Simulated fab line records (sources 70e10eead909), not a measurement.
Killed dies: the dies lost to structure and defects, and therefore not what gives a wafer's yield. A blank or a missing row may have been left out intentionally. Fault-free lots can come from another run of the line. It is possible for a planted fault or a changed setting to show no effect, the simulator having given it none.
fab line records	flow nandHarc
record lots=13	wafers=39	lastDay=24
route steps=1159 shown A_CONTACT@862 END@1159
lots that met no fault: from a run of the same line without faults
startH: the number of hours between the record's first day and the start of the first shown wafer of the lot	waitH: how many hours have passed since the lot's step before this one	" unchanged from the row above	L1.1+2: a single row standing in for several wafers	- value missing, or start not given	* or withheld: withheld	< > ~ a bound
route shown NAME@n: a module of which the file shows steps, and the number in the route of the first	usual: mean/standard deviation of fault-free wafers	same: alike in all rows	chamber/n: place in a boat	sites: the reading at each site	_std_site: the standard deviation of these	_edge_site: inner sites' mean taken away from outer sites' mean	radiusMm: how far each site lies from the wafer's centre	mask NAME#n: copy n	behind: the most recent tool/chamber to have shaped the wafer	hold: why the lot was held/for how many hours/how that ended	device: which transistor (n, p or np) failed to switch	end of line: the route-end tests of the same wafers	where a step has no rows: the recipe by itself	killed: not the wafer's yield, but the dies lost to structure and defects at the first sort	map: shows each die of a wafer: x if killed, . if not, _ if none is there
set.NAME: the run value of the setting; set.NAME@STEP: its run value at that earlier step	model.NAME: the simulator's own value behind a step, which no gauge read
route steps across a sampled set of lots; one table per step, one row per wafer
services: a tool's chamber out of use, with start hour (startH, from the record's first day; less than 0 if before it), hours out, and reason
## steps
# step NHARC_A_CONTACT_ETCH_111
# recipe sourceW=withheld	pressureMtorr=20	biasV=withheld	timeS=140	targetDepthA=7000	arFlowSccm=withheld	c4f8FlowSccm=withheld	o2FlowSccm=withheld	chemistry=C4F8/O2/Ar
lot.wafer	tool	chamber	startH	waitH	rfHoursCounterH
L541.2	harCapEtch-01	0	372.07	-	57
L541.1	"	1	"	"	57
L541.5	"	1	"	"	-
L544.2	harCapEtch-03	1	382.43	-	83
L544.4	"	1	"	"	-
L544.6	"	0	"	"	-
L545.1	harCapEtch-02	0	383.99	-	11
L545.3	"	0	"	"	-
L545.5	"	1	"	"	-
L543.1	harCapEtch-02	0	388.15	-	12
L543.4	"	1	"	"	-
L543.6	"	1	"	"	-
L548.2	harCapEtch-02	0	418.92	-	16
L548.6	"	1	"	"	-
L548.5	"	0	"	"	-
L549.1	harCapEtch-01	0	419.58	-	63
L549.5	"	1	"	"	-
L549.6	"	0	"	"	-
L550.1	harCapEtch-03	0	430.22	-	91
L550.2	"	1	"	"	91
L550.3	"	0	"	"	-
L553.1	harCapEtch-01	0	446.84	-	67
L553.2	"	1	"	"	67
L553.3	"	0	"	"	-
L558.1	harCapEtch-02	1	459.33	-	23
L558.3	"	1	"	"	-
L558.5	"	0	"	"	-
L557.4	harCapEtch-01	0	459.90	-	-
L557.5	"	0	"	"	-
L557.6	"	1	"	"	-
L554.1	harCapEtch-01	1	462.49	-	71
L554.4	"	1	"	"	-
L554.6	"	1	"	"	-
L561.4	harCapEtch-03	1	510.22	-	-
L561.3	"	0	"	"	-
L561.6	"	0	"	"	-
L564.1	harCapEtch-02	1	512.11	-	33
L564.4	"	1	"	"	-
L564.5	"	1	"	"	-
# step NHARC_A_CONTACT_ETCH_114
# recipe sourceW=withheld	pressureMtorr=20	biasV=3000	timeS=94	targetDepthA=9220	arFlowSccm=withheld	c4f8FlowSccm=withheld	o2FlowSccm=withheld	chemistry=C4F8/O2/Ar
lot.wafer	tool	chamber	startH	waitH	rfHoursCounterH
L541.2	harCapEtch-01	0	372.45	0.1	57
L541.1	"	1	"	"	57
L541.5	"	1	"	"	-
L544.2	harCapEtch-03	1	382.81	0.1	83
L544.4	"	1	"	"	-
L544.6	"	0	"	"	-
L545.1	harCapEtch-02	0	384.36	0.1	11
L545.3	"	0	"	"	-
L545.5	"	1	"	"	-
L543.1	harCapEtch-02	0	388.52	0.1	12
L543.4	"	1	"	"	-
L543.6	"	1	"	"	-
L548.2	harCapEtch-02	0	419.29	0.1	16
L548.6	"	1	"	"	-
L548.5	"	0	"	"	-
L549.1	harCapEtch-01	0	419.94	0.1	64
L549.5	"	1	"	"	-
L549.6	"	0	"	"	-
L550.1	harCapEtch-03	0	430.73	0.1	92
L550.2	"	1	"	"	92
L550.3	"	0	"	"	-
L553.1	harCapEtch-01	0	447.22	0.1	68
L553.2	"	1	"	"	68
L553.3	"	0	"	"	-
L558.1	harCapEtch-02	1	459.71	0.1	24
L558.3	"	1	"	"	-
L558.5	"	0	"	"	-
L557.4	harCapEtch-01	0	460.24	0.1	-
L557.5	"	0	"	"	-
L557.6	"	1	"	"	-
L554.1	harCapEtch-01	1	462.87	0.1	71
L554.4	"	1	"	"	-
L554.6	"	1	"	"	-
L561.4	harCapEtch-03	1	510.56	0.1	-
L561.3	"	0	"	"	-
L561.6	"	0	"	"	-
L564.1	harCapEtch-02	1	512.47	0.1	33
L564.4	"	1	"	"	-
L564.5	"	1	"	"	-
# step NHARC_A_CONTACT_ETCH_123
# recipe sourceW=withheld	pressureMtorr=20	biasV=400	timeS=253	targetDepthA=10900	arFlowSccm=withheld	c4f8FlowSccm=11.5	o2FlowSccm=7.2	chemistry=C4F8/O2/Ar
lot.wafer	tool	chamber	startH	waitH	rfHoursCounterH
L541.2	harCapEtch-01	0	373.27	0.1	58
L541.1	"	1	"	"	58
L541.5	"	1	"	"	-
L544.2	harCapEtch-03	1	383.62	0.1	84
L544.4	"	1	"	"	-
L544.6	"	0	"	"	-
L545.1	harCapEtch-02	0	385.21	0.1	12
L545.3	"	0	"	"	-
L545.5	"	1	"	"	-
L543.1	harCapEtch-02	0	389.62	0.1	13
L543.4	"	1	"	"	-
L543.6	"	1	"	"	-
L548.2	harCapEtch-02	0	420.15	0.1	17
L548.6	"	1	"	"	-
L548.5	"	0	"	"	-
L549.1	harCapEtch-01	0	420.79	0.1	64
L549.5	"	1	"	"	-
L549.6	"	0	"	"	-
L550.1	harCapEtch-03	0	431.82	0.1	92
L550.2	"	1	"	"	92
L550.3	"	0	"	"	-
L553.1	harCapEtch-01	0	448.04	0.1	68
L553.2	"	1	"	"	68
L553.3	"	0	"	"	-
L558.1	harCapEtch-02	1	460.53	0.1	24
L558.3	"	1	"	"	-
L558.5	"	0	"	"	-
L557.4	harCapEtch-01	0	461.13	0.2	-
L557.5	"	0	"	"	-
L557.6	"	1	"	"	-
L554.1	harCapEtch-01	1	463.69	0.1	72
L554.4	"	1	"	"	-
L554.6	"	1	"	"	-
L561.4	harCapEtch-03	1	511.45	0.2	-
L561.3	"	0	"	"	-
L561.6	"	0	"	"	-
L564.1	harCapEtch-02	1	513.33	0.1	34
L564.4	"	1	"	"	-
L564.5	"	1	"	"	-
# step NHARC_A_CONTACT_ETCH_96
# recipe targetDepthA=200	overEtchFrac=0.5	timeS=10	ionEnergyEv=250	c4f6FlowSccm=25	o2FlowSccm=20	arFlowSccm=500	rfW=600	biasW=500	chemistry=C4F6/O2
# usual drypumpMotorCurrentA=5.7/0.36	o2FlowSccm=20.01/0.054	oesProductAu=0.975/0.024	rfVppV=547/4.2	showerheadPlenumPTorr=3.92/0.21	throttleValvePct=26.903/0.0092
lot.wafer	tool	chamber	startH	waitH	drypumpMotorCurrentA	o2FlowSccm	oesProductAu	rfHoursCounterH	rfVppV	showerheadPlenumPTorr	throttleValvePct
L541.2	rieDiel-01	1	374.01	-	5.8	19.99	0.981	17	545	3.75	26.901
L541.1	"	3	"	"	5.5	20.06	0.974	20	550	3.94	26.908
L541.5	"	1	"	"	5.8	20.04	0.980	-	545	3.75	26.908
L544.2	rieDiel-07	2	384.42	0.2	5.5	20.05	0.962	31	541	3.64	26.905
L544.4	"	3	"	"	6.1	20.05	0.948	-	542	3.66	26.908
L544.6	"	1	"	"	5.7	20.01	0.948	-	549	4.00	26.909
L545.3	rieDiel-07	3	385.93	0.1	6.1	20.07	1.001	30	541	3.66	26.921
L545.1	"	1	"	"	5.8	20.01	0.996	32	549	4.00	26.912
L545.5	"	1	"	"	5.7	19.97	0.990	-	548	4.00	26.898
L543.1	rieDiel-07	0	390.46	-	5.0	20.06	0.964	30	551	4.13	26.896
L543.4	"	1	"	"	5.7	19.99	0.946	34	548	4.00	26.907
L543.6	"	3	"	"	6.1	20.05	0.947	-	542	3.66	26.903
L548.2	rieDiel-07	0	420.83	-	5.1	20.02	0.981	1	552	4.13	26.897
L548.5	"	0	"	"	5.0	20.05	0.985	-	551	4.13	26.917
L548.6	"	1	"	"	5.8	20.04	0.963	-	549	4.00	26.880
L549.1	rieDiel-07	0	421.48	-	5.0	19.82	1.001	1	550	4.13	26.902
L549.5	"	2	"	"	5.6	19.96	1.011	-	553	4.23	26.893
L549.6	"	3	"	"	6.1	19.90	1.015	-	542	3.65	26.896
L550.3	rieDiel-07	1	432.67	-	5.7	20.04	1.002	3	548	4.00	26.902
L550.1	"	2	"	"	5.6	20.06	1.007	3	554	4.23	26.904
L550.2	"	3	"	"	6.1	20.06	1.009	3	541	3.65	26.905
L553.1	rieDiel-01	2	448.90	0.2	6.3	19.99	0.983	46	548	4.00	26.910
L553.2	"	3	"	"	5.5	19.97	0.985	51	545	3.92	26.900
L553.3	"	2	"	"	6.3	19.98	0.992	-	548	4.00	26.908
L558.3	rieDiel-07	2	461.29	-	5.5	19.99	0.970	9	551	4.22	26.900
L558.1	"	3	"	"	6.1	19.99	0.957	10	542	3.65	26.906
L558.5	"	2	"	"	5.5	20.00	0.970	-	552	4.22	26.920
L557.4	rieDiel-07	3	461.79	-	6.1	19.99	0.947	10	542	3.65	26.888
L557.6	"	2	"	"	5.5	19.97	0.967	-	554	4.22	26.891
L557.5	"	3	"	"	6.1	20.02	0.951	-	542	3.65	26.906
L554.1	rieDiel-13	0	464.47	0.1	5.5	20.04	0.992	0	547	3.87	26.896
L554.4	"	1	"	"	6.3	20.09	1.004	0	544	3.70	26.911
L554.6	"	2	"	"	5.7	20.08	1.017	-	551	4.19	26.903
L561.3	rieDiel-01	0	512.14	-	5.4	20.04	0.730	5	543	3.69	26.912
L561.4	"	3	"	"	5.6	19.98	1.012	5	546	3.90	26.899
L561.6	"	1	"	"	5.8	20.01	1.010	-	543	3.73	26.885
L564.4	rieDiel-01	0	514.07	-	5.4	20.00	0.731	6	541	3.69	26.901
L564.1	"	1	"	"	5.8	19.94	1.001	5	544	3.73	26.900
L564.5	"	0	"	"	5.4	19.93	0.731	-	543	3.69	26.909
# step NHARC_END_SORT_01
# recipe tempC=25
# usual killedAtArray=26/8.6	killedAtOther=0.7/0.97	killedAtPeriphery=3.2/2.2	killedDies=30/8.9	killedOpen=3.1/1.8	killedShort=2.2/1.8
# same grossDies=677
lot.wafer	tool	chamber	startH	waitH	killedAtArray	killedAtOther	killedAtPeriphery	killedDies	killedOpen	killedShort
L548.2	prober-02	0	490.66	2.8	26	0	3	29	1	4
L548.5	prober-02	0	493.06	3.7	30	0	3	33	3	5
L548.6	prober-02	0	493.86	4.0	30	0	3	33	2	7
L554.1	prober-02	0	532.74	2.5	33	0	3	36	7	2
L554.4	prober-02	0	535.12	3.4	24	2	3	29	4	1
L554.6	prober-02	0	536.70	4.0	30	0	1	31	2	3
L557.4	prober-01	0	535.09	3.4	45	4	5	54	4	3
L557.5	prober-01	0	535.91	3.7	52	2	3	57	4	2
L557.6	prober-01	0	536.72	4.1	36	3	4	43	3	1
L564.1	prober-01	0	580.46	2.5	11	0	3	14	1	2
L564.4	prober-01	0	582.85	3.4	672	1	4	677	1	2
L564.5	prober-01	0	583.65	3.7	673	2	2	677	8	2
L561.3	prober-02	0	582.11	3.1	674	1	2	677	1	2
L561.4	prober-02	0	582.90	3.4	21	0	6	27	0	4
L561.6	prober-02	0	584.48	4.0	22	0	0	22	4	1
# killed by level:class
L548.2 A_SLIT:chamberFilmFlake=9 A_STAIRCASE:chamberFilmFlake=6 A_CONTACT:chamberFilmFlake=4 P_ZERO_WELL:chamberFilmFlake=2 A_SOURCE_PLATE:geometricParticle:short=1 A_CHANNEL_FILL_D1:geometricParticle:short=1 A_SGD_CUT:geometricParticle:short=1 A_WL_FILL:geometricParticle:short=1
L548.5 A_SLIT:chamberFilmFlake=10 A_STAIRCASE:chamberFilmFlake=6 A_CONTACT:chamberFilmFlake=4 A_WL_FILL:geometricParticle:short=2 A_CHANNEL_HOLE_D1:chamberFilmFlake=2 P_M1:geometricParticle:short=1 A_ONON_D1:geometricParticle:short=1 A_CHANNEL_FILL_D1:geometricParticle:open=1
L548.6 A_SLIT:chamberFilmFlake=12 A_STAIRCASE:chamberFilmFlake=3 A_WL_FILL:geometricParticle:short=2 A_BLC:geometricParticle:short=2 P_GATE:chamberFilmFlake=2 A_CHANNEL_HOLE_D1:chamberFilmFlake=2 A_CHANNEL_FILL_D1:chamberFilmFlake=2 A_CONTACT:chamberFilmFlake=2
L554.1 A_SLIT:chamberFilmFlake=18 A_CONTACT:chamberFilmFlake=6 A_CHANNEL_HOLE_D1:chamberFilmFlake=3 A_WL_FILL:geometricParticle:short=2 P_GATE:geometricParticle:open=1 P_CONTACT:geometricParticle:open=1 P_M0:geometricParticle:open=1 A_SGD_CUT:geometricParticle:open=1
L557.4 A_CHANNEL_HOLE_D1:chamberFilmFlake=18 A_SLIT:chamberFilmFlake=15 A_CONTACT:chamberFilmFlake=5 P_M2:chamberFilmFlake=4 THIN_TSV:chamberFilmFlake=4 A_ONON_D1:geometricParticle:open=2 P_M0:geometricParticle:open=1 A_CHANNEL_FILL_D1:geometricParticle:short=1
L554.4 A_SLIT:chamberFilmFlake=16 A_CHANNEL_HOLE_D1:chamberFilmFlake=3 A_STAIRCASE:chamberFilmFlake=2 P_GATE:geometricParticle:open=1 P_M0:geometricParticle:open=1 A_SOURCE_PLATE:geometricParticle:open=1 A_M1:geometricParticle:open=1 P_ZERO_WELL:chamberFilmFlake=1
L557.5 A_SLIT:chamberFilmFlake=18 A_CHANNEL_HOLE_D1:chamberFilmFlake=17 A_CONTACT:chamberFilmFlake=10 A_CHANNEL_FILL_D1:geometricParticle:short=2 A_STAIRCASE:chamberFilmFlake=2 A_WL_FILL:chamberFilmFlake=2 P_GATE:geometricParticle:open=1 P_CONTACT:geometricParticle:open=1
L554.6 A_SLIT:chamberFilmFlake=20 A_CHANNEL_HOLE_D1:chamberFilmFlake=5 P_GATE:geometricParticle:short=1 A_CHANNEL_FILL_D1:geometricParticle:short=1 A_CHANNEL_FILL_D1:geometricParticle:open=1 A_CONTACT:geometricParticle:short=1 A_M1:geometricParticle:open=1 A_CONTACT:chamberFilmFlake=1
L557.6 A_CHANNEL_HOLE_D1:chamberFilmFlake=20 A_SLIT:chamberFilmFlake=9 A_CONTACT:chamberFilmFlake=6 THIN_TSV:chamberFilmFlake=2 P_GATE:geometricParticle:open=1 P_M2:geometricParticle:open=1 A_SGD_CUT:geometricParticle:short=1 P_GATE:chamberFilmFlake=1
L564.1 A_CONTACT:chamberFilmFlake=4 A_CHANNEL_HOLE_D1:unspecified=2 P_GATE:geometricParticle:short=1 P_M0:geometricParticle:open=1 A_CHANNEL_FILL_D1:geometricParticle:short=1 P_GATE:chamberFilmFlake=1 A_CHANNEL_HOLE_D1:chamberFilmFlake=1 A_STAIRCASE:chamberFilmFlake=1
L561.3 A_CONTACT:areaEtch=655 A_CHANNEL_HOLE_D1:chamberFilmFlake=12 A_CONTACT:chamberFilmFlake=3 A_STAIRCASE:chamberFilmFlake=2 P_M0:geometricParticle:open=1 A_CHANNEL_FILL_D1:geometricParticle:short=1 A_WL_FILL:geometricParticle:short=1 P_GATE:chamberFilmFlake=1
L564.4 A_CONTACT:areaEtch=663 A_CONTACT:chamberFilmFlake=3 P_GATE:chamberFilmFlake=2 P_STI:geometricParticle:short=1 A_ONON_D1:geometricParticle:short=1 A_M1:geometricParticle:open=1 P_STI:chamberFilmFlake=1 A_CHANNEL_HOLE_D1:unspecified=1
L561.4 A_CHANNEL_HOLE_D1:chamberFilmFlake=14 P_GATE:chamberFilmFlake=5 A_ONON_D1:geometricParticle:short=2 A_CONTACT:chamberFilmFlake=2 P_M1:geometricParticle:short=1 A_BLC:geometricParticle:short=1 A_SLIT:chamberFilmFlake=1 A_WL_FILL:chamberFilmFlake=1
L564.5 A_CONTACT:areaEtch=659 A_CONTACT:geometricParticle:open=3 A_CHANNEL_HOLE_D1:unspecified=2 A_CONTACT:chamberFilmFlake=2 THIN_TSV:chamberFilmFlake=2 P_CONTACT:geometricParticle:open=1 P_M1:geometricParticle:open=1 A_SOURCE_PLATE:geometricParticle:short=1
L561.6 A_CHANNEL_HOLE_D1:chamberFilmFlake=11 A_CONTACT:chamberFilmFlake=3 A_ONON_D1:geometricParticle:short=1 A_CHANNEL_HOLE_D1:geometricParticle:open=1 A_CHANNEL_FILL_D1:geometricParticle:open=1 A_WL_FILL:geometricParticle:open=1 A_M0:geometricParticle:open=1 A_WL_FILL:chamberFilmFlake=1
## services
tool	chamber	startH	hours	kind
rieDiel-07	0	359.75	-	clean
rieDiel-07	1	359.75	-	clean
rieDiel-07	2	359.75	-	clean
rieDiel-07	3	359.75	-	clean
harCapEtch-01	-	364.05	0.2	repair
rieDiel-07	0	380.10	8.9	repair
rieDiel-07	1	384.25	-	clean
rieDiel-07	2	384.25	-	clean
rieDiel-07	3	384.25	-	clean
rieDiel-07	-	405.25	9.0	pm
rieDiel-07	0	405.25	9.0	ventCycle
rieDiel-07	1	405.25	9.0	ventCycle
rieDiel-07	2	405.25	9.0	ventCycle
rieDiel-07	3	405.25	9.0	ventCycle
rieDiel-07	0	414.25	-	clean
rieDiel-07	0	414.25	-	consumableReplace:focusRing
rieDiel-07	1	414.25	-	clean
rieDiel-07	1	414.25	-	consumableReplace:focusRing
rieDiel-07	2	414.25	-	clean
rieDiel-07	2	414.25	-	consumableReplace:focusRing
rieDiel-01	1	434.38	29.7	repair
rieDiel-01	0	443.72	6.3	repair
rieDiel-13	-	453.14	9.0	pm
rieDiel-01	-	491.87	9.0	pm
## key
firstSign step=NHARC_A_CONTACT_ETCH_96	reading=oesProductAu	direction=down	sigmas=10	usual=0.975	struck=0.730
effect step=NHARC_END_SORT_01	reading=killedAtArray	direction=up	sigmas=75	usual=26	struck=673
moreKillsBornAt NHARC_A_CONTACT_ETCH_96@rieDiel-01=1977
metAt NHARC_A_CONTACT_ETCH_96
struckLots L561,L564
struckWafers L561.3,L564.4,L564.5
laterRowsLeftOut L561.3,L564.4,L564.5
testerLeftOut L561,L564
notActingAt NHARC_A_CONTACT_ETCH_111,NHARC_A_CONTACT_ETCH_114,NHARC_A_CONTACT_ETCH_123
fault kind=processParameterDrift	tool=rieDiel-01	chamber=0	onsetH=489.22	steps=NHARC_A_CONTACT_ETCH_96	channel=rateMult	offset=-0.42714	shape=step	endH=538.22
# testerLeftOut: of these lots the tester's yield and bins aren't shown, on N5 and GAA mostly nor the transistor test; their killed dies are dies lost to structure and defects alone, not to doping, threshold or leakage, so they don't give the yield
# laterRowsLeftOut: the simulator's readings of these wafers behind a module that went badly wrong aren't trusted and aren't shown, but for the sort
